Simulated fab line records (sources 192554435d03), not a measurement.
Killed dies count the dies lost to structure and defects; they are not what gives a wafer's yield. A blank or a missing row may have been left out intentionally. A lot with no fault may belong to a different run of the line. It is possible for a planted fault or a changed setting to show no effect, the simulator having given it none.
fab line records	flow n5-finfet	part 1 of 2: steps 1 to 24 of 30
[record] lots = 5	wafers = 15	last-day = 17
route steps=1938 shown MOL_CONTACT_COAG@557
lots with no fault: from the same line, run without faults
start-h: the number of hours between the record's first day and the start of the first shown wafer of the lot	wait-h: hours since the lot's step before	" the same as in the row above	L1.1+2: several wafers, shown together as one row	- no value present, or no start provided	* or withheld: withheld	< > ~ a bound
route shown NAME@n: names a module that has steps shown in the file, with the first one's number in the route	usual: average and standard deviation across the fault-free wafers	same: alike in all rows	chamber/n: place in a boat	sites: readings site by site	_std_site: the standard deviation of these	_edge_site: inner sites' mean taken away from outer sites' mean	radius-mm: how far each site lies from the wafer's centre	mask NAME#n: copy n	behind: tool/chamber where the wafer was last shaped	hold: why the lot went on hold/how many hours it stayed there/how the hold came to an end	device: the transistor (n, p or np) that didn't switch	end of line: the route-end tests of the same wafers	a step with no rows: only its recipe	killed: dies lost to structure and defects at the first sort, not the wafer's yield	map: the dies of a wafer, with x for killed, . for not killed, _ for no die there
set.NAME: the setting the step ran with; set.NAME@STEP: the setting that earlier step ran with	model.NAME: the simulator's own value behind a step, which no gauge read
lots seen at some steps along the route; tables by step, rows by wafer
services: from which hour (start-h, from the record's first day; less than 0 if before it) a tool's chamber was out of use, for how many hours, and why
[[steps]]
[step N5_MOL_CONTACT_COAG_WET_ETCH_26]
[recipe] target = Co	target-depth-nm = 13
lot.wafer	tool	chamber	start-h	wait-h
L075.1+2+5	wet-bench-05	2,3,7	101.21	0.0
L083.4+5+6	wet-bench-01	2,0,3	147.53	0.0
L085.2+4+5	wet-bench-06	7,1,2	162.76	0.0
L089.1+4+6	wet-bench-05	0,4,7	184.07	0.0
L092.3+4+6	wet-bench-05	6,7,5	203.69	0.0
[step N5_MOL_CONTACT_COAG_WET_ETCH_116]
[recipe] chemistry = SC1-inhibited	target-depth-nm = 4.6	dry = ipa-marangoni	rinse-time-s = 30	rinse-temp-c = 23
lot.wafer	tool	chamber	start-h	wait-h
L075.1+2+5	wet-bench-05	2,3,7	101.36	0.0
L083.4+5+6	wet-bench-01	2,0,3	147.68	0.0
L085.2+4+5	wet-bench-06	7,1,2	162.93	0.0
L089.1+4+6	wet-bench-05	0,4,7	184.23	0.0
L092.3+4+6	wet-bench-05	6,7,5	203.84	0.0
[step N5_MOL_CONTACT_COAG_ALD_27]
[recipe] material = SiOC	target-thk-a = 170	temp-c = 400	ald-precursor-family = carbosiloxane	ald-co-reactant = H2-plasma	pulse-time-s = 1.5	time-s = 2720	purge-time-s = 2	co-reactant-purge-time-s = 2	ald-cycles = 340	pressure-torr = 2
[usual] heater-power-w = 849/86	precursor-pulse-height-rel = 1.001/0.019
[same] pulse-time-s = 1.5
lot.wafer	tool	chamber	start-h	wait-h	heater-power-w	precursor-pulse-height-rel
L075.1	ald-sin-04	2	101.78	0.1	903	0.984
L075.2	"	0	"	"	809	1.010
L075.5	"	3	"	"	735	0.985
L083.4	ald-sin-04	3	148.99	1.0	754	1.016
L083.5	"	0	"	"	816	1.035
L083.6	"	1	"	"	957	1.009
L085.2	ald-sin-01	1	163.27	0.0	875	1.017
L085.4	"	0	"	"	925	0.977
L085.5	"	0	"	"	952	1.001
L089.1	ald-sin-02	0	184.58	0.0	831	1.008
L089.4	"	2	"	"	713	1.036
L089.6	"	3	"	"	724	0.992
L092.3	ald-sin-02	2	204.16	0.0	696	1.003
L092.4	"	0	"	"	828	0.997
L092.6	"	0	"	"	807	1.024
[step N5_MOL_CONTACT_COAG_CMP_28]
[recipe] stop-on = SiNx	t-overpolish-s = 0.85	post-cmp-clean = alkaline-brush	down-force-psi = 4.15	platen-rpm = 51.8	pad-velocity-m-s = 1.0307	target-thk-nm = 14.522
[usual] motor-current-A = 12.2/1.4	retaining-ring-pressure-frac = 1.000/0.0052	time-to-endpoint-s = 3.8/2.5
lot.wafer	tool	chamber	start-h	wait-h	motor-current-A	retaining-ring-pressure-frac	time-to-endpoint-s
L075.1	cmp-02	3	103.38	0.8	10.9	0.991	0.0
L075.2	"	1	"	"	12.7	1.003	0.0
L075.5	"	3	"	"	11.6	0.991	0.0
L083.4	cmp-02	1	150.56	0.8	12.9	0.996	0.8
L083.6	"	1	"	"	13.3	1.008	1.8
L083.5	"	2	"	"	13.5	1.007	2.8
L085.2	cmp-02	3	164.88	0.8	11.9	1.000	4.3
L085.4	"	1	"	"	13.6	0.998	3.6
L085.5	"	2	"	"	13.6	0.999	6.1
L089.4	cmp-02	1	186.18	0.8	12.7	0.999	0.0
L089.1	"	3	"	"	11.0	0.994	0.7
L089.6	"	1	"	"	13.0	0.998	0.0
L092.3	cmp-03	2	205.76	0.8	15.7	1.001	0.3
L092.4	"	3	"	"	10.4	0.997	6.5
L092.6	"	1	"	"	11.8	1.008	3.6
[step N5_MOL_CONTACT_COAG_THK_MEAS_29]
[recipe] reads = SiNx_of_GATE_CUT_PECVD_57+SiNx_of_GATE_CUT_SAC_CAP_01
[usual] MD_CAP_THK = 17.90/0.097
lot.wafer	tool	chamber	start-h	wait-h	MD_CAP_THK[nm]
L075.1	film-metro-01	-	103.64	-	18.02
L075.2	"	-	"	"	17.90
L075.5	"	-	"	"	17.84
L083.4	film-metro-02	-	150.86	-	17.91
L083.5	"	-	"	"	17.80
L083.6	"	-	"	"	17.90
L085.2	film-metro-01	-	165.14	-	18.05
L085.4	"	-	"	"	17.84
L085.5	"	-	"	"	17.83
L089.1	film-metro-02	-	186.44	-	17.92
L089.4	"	-	"	"	17.81
L089.6	"	-	"	"	17.73
L092.3	film-metro-01	-	206.02	-	17.82
L092.4	"	-	"	"	17.73
L092.6	"	-	"	"	17.81
[step N5_MOL_CONTACT_COAG_ALD_123]
[recipe] material = SiNx	target-thk-a = 50	temp-c = 400	ald-precursor-family = SiH2I2	ald-co-reactant = N2/H2-plasma	pulse-time-s = 1	purge-time-s = 2	co-reactant-purge-time-s = 2	ald-cycles = 100	pressure-torr = 2
[usual] heater-power-w = 844/89	precursor-pulse-height-rel = 1.000/0.022
[same] pulse-time-s = 1
lot.wafer	tool	chamber	start-h	wait-h	heater-power-w	precursor-pulse-height-rel
L075.1	ald-sin-04	1	103.68	0.0	966	1.014
L075.2	"	3	"	"	737	1.006
L075.5	"	1	"	"	971	1.044
L083.4	ald-sin-02	0	152.16	1.3	795	1.055
L083.5	"	1	"	"	995	0.969
L083.6	"	3	"	"	716	0.983
L085.2	ald-sin-01	0	165.80	0.7	925	1.004
L085.4	"	1	"	"	908	0.990
L085.5	"	2	"	"	867	0.989
L089.1	ald-sin-01	0	188.45	2.0	946	0.978
L089.4	"	1	"	"	887	1.015
L089.6	"	0	"	"	930	0.995
L092.3	ald-sin-04	2	206.06	0.0	872	1.025
L092.4	"	1	"	"	939	0.988
L092.6	"	1	"	"	932	1.021
[step N5_MOL_CONTACT_COAG_PECVD_31]
[recipe] material = SiO2	target-thk-a = 460	temp-c = 400	precursor = TEOS/O2	pressure-torr = 6.5	rf-w = withheld	teos-flow-sccm = withheld	gas = O2	flow-sccm = 2650	time-s = 8.9
lot.wafer	tool	chamber	start-h	wait-h
L075.1+2+5	pecvd-01	1,2,1	104.18	0.3
L083.4+5+6	pecvd-01	1,0,2	152.44	0.0
L085.2+4+5	pecvd-03	0,1,2	166.32	0.3
L089.1+4+6	pecvd-04	0,1,2	188.95	0.3
L092.3+4+6	pecvd-01	2,2,0	206.56	0.3
[step N5_MOL_CONTACT_COAG_COAT_75]
[recipe] resist = SOC	temp-c = 250	time-s = 60	spin-rpm = 1500	resist-thk-nm = 60
lot.wafer	tool	chamber	start-h	wait-h
L075.1+2+5	litho-track-05	0	104.24	0.0
L083.4+5+6	litho-track-04	0	152.48	0.0
L085.2+4+5	litho-track-01	0	166.38	0.0
L089.1+4+6	litho-track-05	0	189.01	0.0
L092.3+4+6	litho-track-04	0	206.62	0.0
[step N5_MOL_CONTACT_COAG_COAT_76]
[recipe] resist = SiARC	temp-c = 220	time-s = 60	spin-rpm = 1500	resist-thk-nm = 10
lot.wafer	tool	chamber	start-h	wait-h
L075.1+2+5	litho-track-05	0	-	-
L083.4+5+6	litho-track-04	0	-	-
L085.2+4+5	litho-track-01	0	-	-
L089.1+4+6	litho-track-05	0	-	-
L092.3+4+6	litho-track-04	0	-	-
[step N5_MOL_CONTACT_COAG_COAT_77]
[recipe] resist = underlayer	temp-c = 205	time-s = 60	spin-rpm = 1500	resist-thk-nm = 10
lot.wafer	tool	chamber	start-h	wait-h
L075.1+2+5	litho-track-05	0	-	-
L083.4+5+6	litho-track-04	0	-	-
L085.2+4+5	litho-track-01	0	-	-
L089.1+4+6	litho-track-05	0	-	-
L092.3+4+6	litho-track-04	0	-	-
[step N5_MOL_CONTACT_COAG_COAT_78]
[recipe] resist = CAR-EUV	spin-rpm = 1500	resist-thk-nm = 40
lot.wafer	tool	chamber	start-h	wait-h
L075.1+2+5	litho-track-05	0	-	-
L083.4+5+6	litho-track-04	0	-	-
L085.2+4+5	litho-track-01	0	-	-
L089.1+4+6	litho-track-05	0	-	-
L092.3+4+6	litho-track-04	0	-	-
[step N5_MOL_CONTACT_COAG_EBR_80]
[recipe] solvent = PGMEA	ebr-width-mm = 1.5
lot.wafer	tool	chamber	start-h	wait-h
L075.1+2+5	litho-track-05	0	-	-
L083.4+5+6	litho-track-04	0	-	-
L085.2+4+5	litho-track-01	0	-	-
L089.1+4+6	litho-track-05	0	-	-
L092.3+4+6	litho-track-04	0	-	-
[step N5_MOL_CONTACT_COAG_SOFTBAKE_79]
[recipe] temp-c = 110	time-s = 60	resist = CAR-EUV
lot.wafer	tool	chamber	start-h	wait-h
L075.1+2+5	litho-track-05	0	-	-
L083.4+5+6	litho-track-04	0	-	-
L085.2+4+5	litho-track-01	0	-	-
L089.1+4+6	litho-track-05	0	-	-
L092.3+4+6	litho-track-04	0	-	-
[step N5_MOL_CONTACT_COAG_EXPOSE_81]
[recipe] mask-id = VG	na = 0.33	source-shape = annular	sigma-inner = 0.3	sigma-outer = 0.7	polarization = unpolarized	defocus-nm = 0	dose-mj = 59.5
lot.wafer	tool	chamber	start-h	wait-h	mask
L075.1+2+5	euv-scanner-01	0	104.50	-	VG#0
L083.4+5+6	euv-scanner-02	0	152.83	-	VG#0
L085.2+4+5	euv-scanner-01	0	166.65	-	VG#0
L089.1+4+6	euv-scanner-02	0	189.27	-	VG#0
L092.3+4+6	euv-scanner-01	0	206.77	-	VG#0
[step N5_MOL_CONTACT_COAG_PEB_82]
[recipe] peb-temp-c = 100	peb-time-s = 60	resist = CAR-EUV
lot.wafer	tool	chamber	start-h	wait-h
L075.1+2+5	litho-track-05	0	104.58	0.1
L083.4+5+6	litho-track-01	0	152.88	0.0
L085.2+4+5	litho-track-01	0	166.72	0.1
L089.1+4+6	litho-track-05	0	189.35	0.1
L092.3+4+6	litho-track-05	0	206.83	0.1
[step N5_MOL_CONTACT_COAG_DEVELOP_83]
[recipe] develop-time-s = 30	developer = TMAH	resist = CAR-EUV	rinse-liquid = surfactant-rinse	dry = air-spin	dev-temp-c = 23
lot.wafer	tool	chamber	start-h	wait-h
L075.1+2+5	litho-track-05	0	-	-
L083.4+5+6	litho-track-01	0	-	-
L085.2+4+5	litho-track-01	0	-	-
L089.1+4+6	litho-track-05	0	-	-
L092.3+4+6	litho-track-05	0	-	-
[step N5_MOL_CONTACT_COAG_CD_MEAS_84]
[recipe] target-cd-nm = 25.1	landing-energy-ev = 500	detector = se-inlens	polarity = opening
[usual] cd-nm = 25.08/0.25
lot.wafer	tool	chamber	start-h	wait-h	cd-nm
L075.1	cd-sem-03	0	104.64	-	24.51
L075.2	"	0	"	"	25.34
L075.5	"	0	"	"	24.76
L083.4	cd-sem-03	0	152.95	-	24.98
L083.5	"	0	"	"	24.38
L083.6	"	0	"	"	25.07
L085.2	cd-sem-02	0	166.78	-	25.08
L085.4	"	0	"	"	24.73
L085.5	"	0	"	"	25.03
L089.1	cd-sem-01	0	189.41	-	25.13
L089.4	"	0	"	"	24.88
L089.6	"	0	"	"	25.27
L092.3	cd-sem-03	0	206.90	-	25.35
L092.4	"	0	"	"	25.37
L092.6	"	0	"	"	25.34
[step N5_MOL_CONTACT_COAG_OVL_MEAS_85]
[recipe] points-per-wafer = 522
[usual] VG_OVL = -0.3/0.63
lot.wafer	tool	chamber	start-h	wait-h	VG_OVL[nm]
L075.1	overlay-01	0	104.68	0.0	0.3
L075.2	"	0	"	"	-0.2
L075.5	"	0	"	"	-0.5
L083.4	overlay-02	0	152.99	0.0	-0.3
L083.5	"	0	"	"	-1.8
L083.6	"	0	"	"	0.1
L085.2	overlay-01	0	166.82	0.0	-0.2
L085.4	"	0	"	"	0.4
L085.5	"	0	"	"	-0.1
L089.1	overlay-01	0	189.44	0.0	-0.6
L089.4	"	0	"	"	-0.4
L089.6	"	0	"	"	-0.8
L092.3	overlay-01	0	206.94	0.0	-0.8
L092.4	"	0	"	"	-0.3
L092.6	"	0	"	"	0.1
[step N5_MOL_CONTACT_COAG_INSPECT_57]
[recipe] mode = adi	inspect-instrument = brightfield
[usual] raw-defect-count = 197/69
lot.wafer	tool	chamber	start-h	wait-h	raw-defect-count
L075.1	defect-inspect-02	-	104.73	0.1	135
L075.2	"	-	"	"	183
L075.5	"	-	"	"	189
L083.4	defect-inspect-02	-	153.03	0.0	213
L083.5	"	-	"	"	208
L083.6	"	-	"	"	227
L085.2	defect-inspect-01	-	166.87	0.0	251
L085.4	"	-	"	"	190
L085.5	"	-	"	"	149
L089.1	defect-inspect-02	-	189.50	0.1	117
L089.4	"	-	"	"	182
L089.6	"	-	"	"	202
L092.3	defect-inspect-01	-	206.99	0.0	349
L092.4	"	-	"	"	460
L092.6	"	-	"	"	291
[step N5_MOL_CONTACT_COAG_DESCUM_88]
[recipe] chemistry = O2	time-s = 7	source-power-w = 50	bias-power-w = 20	pressure-mtorr = 20	rf-frequency-hz = 2.712e+07	temp-c = 40	resist = CAR-EUV	o2-flow-sccm = 225
[usual] drypump-motor-current-A = 5.5/0.46	oes-product-au = 0.80/0.096	rf-fwd-power-W = 49.44/0.23	rf-vpp-V = 243.2/1.6	showerhead-plenum-p-Torr = 2.10/0.084	throttle-valve-pct = 20.5/0.3
lot.wafer	tool	chamber	start-h	wait-h	drypump-motor-current-A	oes-product-au	rf-fwd-power-W	rf-hours-counter-h	rf-vpp-V	showerhead-plenum-p-Torr	throttle-valve-pct
L075.1	rie-diel-03	2	104.77	0.0	6.0	0.92	49.22	17	245.4	2.23	20.2
L075.2	"	0	"	"	5.5	0.76	49.82	162	241.6	1.99	20.8
L075.5	"	1	"	"	5.0	0.69	48.97	-	241.1	1.96	20.4
L083.4	rie-diel-03	0	153.12	0.1	5.5	0.74	49.37	173	242.2	1.99	20.8
L083.5	"	3	"	"	5.4	0.80	49.12	-	244.8	2.21	20.4
L083.6	"	0	"	"	5.5	0.75	49.41	-	242.4	1.99	20.8
L085.2	rie-diel-01	1	166.90	0.0	5.0	0.69	49.37	218	243.7	2.16	20.8
L085.4	"	3	"	"	5.6	0.77	49.41	-	242.9	2.12	20.3
L085.5	"	1	"	"	5.0	0.68	49.61	-	244.6	2.16	20.8
L089.1	rie-diel-05	1	189.55	0.0	5.6	0.78	49.29	120	241.5	2.05	20.7
L089.4	"	3	"	"	6.3	0.90	49.56	27	243.4	2.07	20.0
L089.6	"	1	"	"	5.6	0.78	49.30	-	242.0	2.05	20.7
L092.3	rie-diel-03	1	207.02	0.0	5.0	0.94	48.94	9	246.6	2.21	20.2
L092.4	"	2	"	"	6.0	0.86	49.35	48	247.0	2.22	20.2
L092.6	"	1	"	"	5.0	0.93	48.92	-	244.8	2.21	20.2
[step N5_MOL_CONTACT_COAG_ETCH_89]
[recipe] chemistry = N2/H2	target = underlayer	target-depth-a = 130	mask-material = CAR-EUV	time-s = 10.4	ion-energy-ev = 200	pressure-mtorr = 30	source-w = 840	bias-w = 150	n2-flow-sccm = 200	h2-flow-sccm = 200	ends = cleared
[usual] drypump-motor-current-A = 5.5/0.46	etch-rf-on-time-s = 10.4/0.32	oes-product-au = 0.69/0.083	rf-fwd-power-W = 818.9/2.2	rf-vpp-V = 524/3	showerhead-plenum-p-Torr = 2.54/0.11	throttle-valve-pct = 17.8/0.41
lot.wafer	tool	chamber	start-h	wait-h	drypump-motor-current-A	etch-rf-on-time-s	oes-product-au	rf-fwd-power-W	rf-hours-counter-h	rf-vpp-V	showerhead-plenum-p-Torr	throttle-valve-pct
L075.1	rie-diel-03	2	104.80	0.0	6.0	10.0	0.80	817.8	17	528	2.69	17.3
L075.2	"	0	"	"	5.5	10.8	0.62	818.8	162	520	2.44	18.4
L075.5	"	1	"	"	5.0	10.4	0.59	821.4	-	519	2.42	18.1
L083.4	rie-diel-03	0	153.16	0.0	5.5	10.7	0.61	819.0	173	520	2.43	18.4
L083.5	"	3	"	"	5.4	11.0	0.69	815.1	-	528	2.66	17.5
L083.6	"	0	"	"	5.5	10.7	0.61	817.1	-	521	2.43	18.4
L085.2	rie-diel-01	1	166.94	0.0	5.1	10.4	0.59	816.9	218	526	2.63	18.5
L085.4	"	3	"	"	5.6	10.7	0.66	820.5	-	525	2.55	17.5
L085.5	"	1	"	"	5.0	10.3	0.59	820.5	-	527	2.63	18.5
L089.1	rie-diel-05	1	189.58	0.0	5.6	10.3	0.68	821.6	120	520	2.44	17.8
L089.4	"	3	"	"	6.3	10.3	0.77	818.0	27	522	2.46	17.1
L089.6	"	1	"	"	5.6	10.2	0.68	818.9	-	522	2.44	17.8
L092.3	rie-diel-03	1	207.06	0.0	5.0	9.9	0.81	817.1	9	528	2.73	17.8
L092.4	"	2	"	"	6.0	9.8	0.76	818.0	48	529	2.67	17.4
L092.6	"	1	"	"	5.0	9.9	0.82	817.1	-	528	2.73	17.8
[step N5_MOL_CONTACT_COAG_ETCH_90]
[recipe] chemistry = CF4	target = SiARC	target-depth-a = 130	mask-material = CAR-EUV	time-s = 21.7	ion-energy-ev = 80	pressure-mtorr = 40	source-w = 545	bias-w = 36	Ar_flow_sccm = 100	cf4-flow-sccm = 100	ends = cleared
[usual] drypump-motor-current-A = 5.5/0.46	etch-rf-on-time-s = 21.8/0.67	oes-product-au = 0.69/0.083	rf-fwd-power-W = 532.0/1.8	rf-vpp-V = 184.3/1.3	showerhead-plenum-p-Torr = 2.15/0.084	throttle-valve-pct = 15.61/0.29
lot.wafer	tool	chamber	start-h	wait-h	drypump-motor-current-A	etch-rf-on-time-s	oes-product-au	rf-fwd-power-W	rf-hours-counter-h	rf-vpp-V	showerhead-plenum-p-Torr	throttle-valve-pct
L075.1	rie-diel-03	2	104.82	0.0	6.0	20.8	0.80	530.2	17	186.8	2.27	15.24
L075.2	"	0	"	"	5.5	22.0	0.62	530.2	162	182.4	2.05	15.96
L075.5	"	1	"	"	5.0	21.3	0.60	533.1	-	181.7	2.03	15.91
L083.4	rie-diel-03	0	153.18	0.0	5.5	22.4	0.61	532.3	173	182.8	2.05	15.99
L083.5	"	3	"	"	5.5	23.0	0.69	531.2	-	186.0	2.25	15.51
L083.6	"	0	"	"	5.5	22.4	0.62	533.7	-	184.1	2.05	15.99
L085.2	rie-diel-01	1	166.96	0.0	5.0	21.5	0.59	531.9	218	185.4	2.21	16.00
L085.4	"	3	"	"	5.6	22.2	0.67	532.2	-	184.1	2.15	15.35
L085.5	"	1	"	"	5.0	21.5	0.59	531.3	-	183.9	2.21	15.99
L089.1	rie-diel-05	1	189.60	0.0	5.6	22.0	0.67	530.3	120	183.4	2.07	15.68
L089.4	"	3	"	"	6.3	22.0	0.77	530.1	27	183.6	2.12	15.19
L089.6	"	1	"	"	5.6	22.0	0.67	533.8	-	183.9	2.07	15.71
L092.3	rie-diel-03	1	207.08	0.0	5.0	20.5	0.81	530.8	9	186.2	2.28	15.44
L092.4	"	2	"	"	6.0	20.7	0.76	529.2	48	187.4	2.26	15.30
L092.6	"	1	"	"	5.0	20.4	0.81	530.3	-	186.1	2.28	15.45
[step N5_MOL_CONTACT_COAG_ALD_131]
[recipe] material = SiO2	target-thk-a = 50	temp-c = 100	ald-precursor-family = BDEAS	ald-co-reactant = O2-plasma	pulse-time-s = 1	co-reactant-pulse-time-s = 1	purge-time-s = 2	co-reactant-purge-time-s = 2	ald-cycles = 35	pressure-torr = 2
[usual] heater-power-w = 77/8.9	precursor-pulse-height-rel = 0.998/0.02
[same] pulse-time-s = 1
lot.wafer	tool	chamber	start-h	wait-h	heater-power-w	precursor-pulse-height-rel
L075.1	ald-sin-04	1	104.90	0.1	90	0.990
L075.2	"	3	"	"	66	1.001
L075.5	"	3	"	"	66	0.995
L083.4	ald-sin-02	3	153.48	0.3	68	1.004
L083.5	"	0	"	"	76	1.003
L083.6	"	1	"	"	93	0.960
L085.2	ald-sin-04	0	167.42	0.4	75	0.980
L085.4	"	3	"	"	67	0.964
L085.5	"	2	"	"	83	0.983
L089.1	ald-sin-01	2	190.00	0.4	79	0.996
L089.4	"	0	"	"	87	1.007
L089.6	"	1	"	"	82	0.994
L092.3	ald-sin-02	0	207.16	0.1	75	1.037
L092.4	"	2	"	"	66	1.023
L092.6	"	0	"	"	74	1.020
[step N5_MOL_CONTACT_COAG_ETCHBACK_132]
[recipe] chemistry = CHF3	target = SiO2	target-depth-a = 100	time-s = 6.7	ion-energy-ev = 200	pressure-mtorr = 30	source-w = 610	bias-w = 170	Ar_flow_sccm = 200	CHF3_flow_sccm = 50
[usual] drypump-motor-current-A = 5.5/0.44	oes-product-au = 0.80/0.1	rf-fwd-power-W = 602.9/2.6	rf-vpp-V = 524/18	showerhead-plenum-p-Torr = 2.40/0.089	throttle-valve-pct = 18.74/0.26
lot.wafer	tool	chamber	start-h	wait-h	drypump-motor-current-A	oes-product-au	rf-fwd-power-W	rf-hours-counter-h	rf-vpp-V	showerhead-plenum-p-Torr	throttle-valve-pct
L075.1	rie-diel-05	2	105.08	0.1	5.7	0.70	606.4	202	504	2.33	18.79
L075.2	"	1	"	"	5.6	0.83	604.1	87	554	2.30	18.69
L075.5	"	0	"	"	4.7	0.94	604.0	-	512	2.45	18.43
L083.4	rie-diel-05	1	153.59	0.0	5.6	0.80	602.1	107	553	2.29	18.73
L083.5	"	3	"	"	6.3	0.94	602.1	-	541	2.37	18.35
L083.6	"	0	"	"	4.7	0.89	607.5	-	512	2.44	18.47
L085.2	rie-diel-01	1	167.67	0.2	5.1	0.69	602.6	218	501	2.45	19.07
L085.4	"	3	"	"	5.6	0.78	601.9	-	532	2.40	18.51
L085.5	"	0	"	"	5.8	0.96	601.6	-	519	2.45	18.77
L089.1	rie-diel-05	0	190.18	0.1	4.7	0.86	604.2	44	512	2.43	18.49
L089.4	"	2	"	"	5.7	0.67	606.2	235	503	2.32	18.83
L089.6	"	2	"	"	5.7	0.67	607.5	-	503	2.32	18.86
L092.3	rie-diel-05	3	207.33	0.1	6.3	0.90	603.7	33	540	2.36	18.39
L092.4	"	1	"	"	5.5	0.78	602.5	125	552	2.29	18.76
L092.6	"	1	"	"	5.6	0.79	603.5	-	552	2.29	18.76
